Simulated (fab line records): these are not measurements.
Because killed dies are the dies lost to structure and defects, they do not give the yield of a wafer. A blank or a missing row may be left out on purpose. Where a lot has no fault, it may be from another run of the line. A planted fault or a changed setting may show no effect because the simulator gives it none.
Matching of chambers / flow nand harc / NHARC_A_STAIRCASE_TRIM_187 on rie diel-04 has 4 sister chambers
The step chemistry O2, time 211.2 s. 8 wafers are shown with their chamber, then 8 later ones without.

EACH WAFER AND ITS CHAMBER
wafer=L076.2; chamber=2; showerhead plenum p Torr (Torr)=3.61; drypump motor current A (A)=5.7
wafer=L077.4; chamber=1; showerhead plenum p Torr (Torr)=3.37; drypump motor current A (A)=5.1
wafer=L081.4; chamber=2; showerhead plenum p Torr (Torr)=3.60; drypump motor current A (A)=5.7
wafer=L081.6; chamber=3; showerhead plenum p Torr (Torr)=3.28; drypump motor current A (A)=6.3
wafer=L084.2; chamber=1; showerhead plenum p Torr (Torr)=3.36; drypump motor current A (A)=5.2
wafer=L084.4; chamber=0; showerhead plenum p Torr (Torr)=3.44; drypump motor current A (A)=5.8
wafer=L084.5; chamber=3; showerhead plenum p Torr (Torr)=3.27; drypump motor current A (A)=6.2
wafer=L085.3; chamber=0; showerhead plenum p Torr (Torr)=3.44; drypump motor current A (A)=5.7

WAFERS MISSING THEIR CHAMBER
wafer=L085.4; showerhead plenum p Torr (Torr)=3.60; drypump motor current A (A)=5.7
wafer=L085.6; showerhead plenum p Torr (Torr)=3.60; drypump motor current A (A)=5.7
wafer=L086.2; showerhead plenum p Torr (Torr)=3.80; drypump motor current A (A)=6.2
wafer=L086.4; showerhead plenum p Torr (Torr)=3.60; drypump motor current A (A)=5.7
wafer=L086.5; showerhead plenum p Torr (Torr)=3.60; drypump motor current A (A)=5.8
wafer=L096.1; showerhead plenum p Torr (Torr)=3.79; drypump motor current A (A)=6.3
wafer=L096.3; showerhead plenum p Torr (Torr)=3.43; drypump motor current A (A)=5.7
wafer=L096.5; showerhead plenum p Torr (Torr)=3.79; drypump motor current A (A)=6.2

THE CHAMBER EACH PASSED THROUGH
wafer=L085.4; from the rows above=2; in truth=2
wafer=L085.6; from the rows above=2; in truth=2
wafer=L086.2; from the rows above=2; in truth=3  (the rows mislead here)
wafer=L086.4; from the rows above=2; in truth=2
wafer=L086.5; from the rows above=2; in truth=2
wafer=L096.1; from the rows above=2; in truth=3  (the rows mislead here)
wafer=L096.3; from the rows above=0; in truth=0
wafer=L096.5; from the rows above=2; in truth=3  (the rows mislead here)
Correct placement for 5 of the 8. Left unplaced by these rows: 0. 3 placed wrongly.
How it was worked out, from the rows above alone: a wafer's distance from a chamber is the root of the sum, over the readings, of the square of ((its reading less the chamber's mean) divided by the reading's scatter). If the next closest chamber is less than 2 further off than the closest, the wafer can't be placed; otherwise it belongs to the closest. For every chamber, the mean is computed from those of its wafers that are shown. The scatter: the root of (the sum of the squares of (reading less its chamber's mean) over the shown wafers, divided by (wafers less chambers)).
